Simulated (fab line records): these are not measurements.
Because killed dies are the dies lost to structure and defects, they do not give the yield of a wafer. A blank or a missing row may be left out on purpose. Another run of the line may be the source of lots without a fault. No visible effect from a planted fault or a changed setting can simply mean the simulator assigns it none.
Chamber matching    flow nandHarc    3 sister chambers for NHARC_P_M0_DEP_32 on pecvd-04
The step deposits SiCN, target thk 30 nm. 6 wafers are shown with their chamber, then 12 later ones without.

## WAFERS, EACH WITH ITS CHAMBER
wafer   chamber  showerheadVppV (V)  heaterPowerOuterW (W)
L083.2  1        1344                351
L084.3  1        1337                373
L085.4  0        1174                356
L086.1  0        1184                346
L086.3  2        1384                298
L086.4  2        1379                300

## WAFERS MISSING THEIR CHAMBER
wafer   showerheadVppV (V)  heaterPowerOuterW (W)
L087.4  1355                410
L087.5  1368                367
L087.6  1183                321
L094.1  1352                334
L094.2  1218                346
L094.6  1192                352
L095.2  1341                406
L095.5  1211                383
L095.6  1411                278
L096.1  1397                348
L096.3  1359                404
L096.6  1375                355

## CHAMBER TAKEN BY EACH
wafer    from the rows above       in truth
L087.4   1                         1
L087.5   1                         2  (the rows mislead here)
L087.6   0                         0
L094.1   1                         1
L094.2   0                         0
L094.6   0                         0
L095.2   1                         1
L095.5   0                         0
L095.6   2                         2
L096.1   2                         2
L096.3   1                         1
L096.6   can't be placed: 2 or 1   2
Placed correctly: 10 of 12. Not placeable from these rows: 1 (in 1, the candidates include the true chamber). 1 placed wrongly.
How it was worked out, from the rows above alone: a wafer's distance from a chamber is the root of the sum, over the readings, of the square of ((its reading less the chamber's mean) divided by the reading's scatter). If the next closest chamber is less than 2 further off than the closest, the wafer can't be placed; otherwise it belongs to the closest. A chamber's mean is the mean of its shown wafers. The scatter: the root of (the sum of the squares of (reading less its chamber's mean) over the shown wafers, divided by (wafers less chambers)).
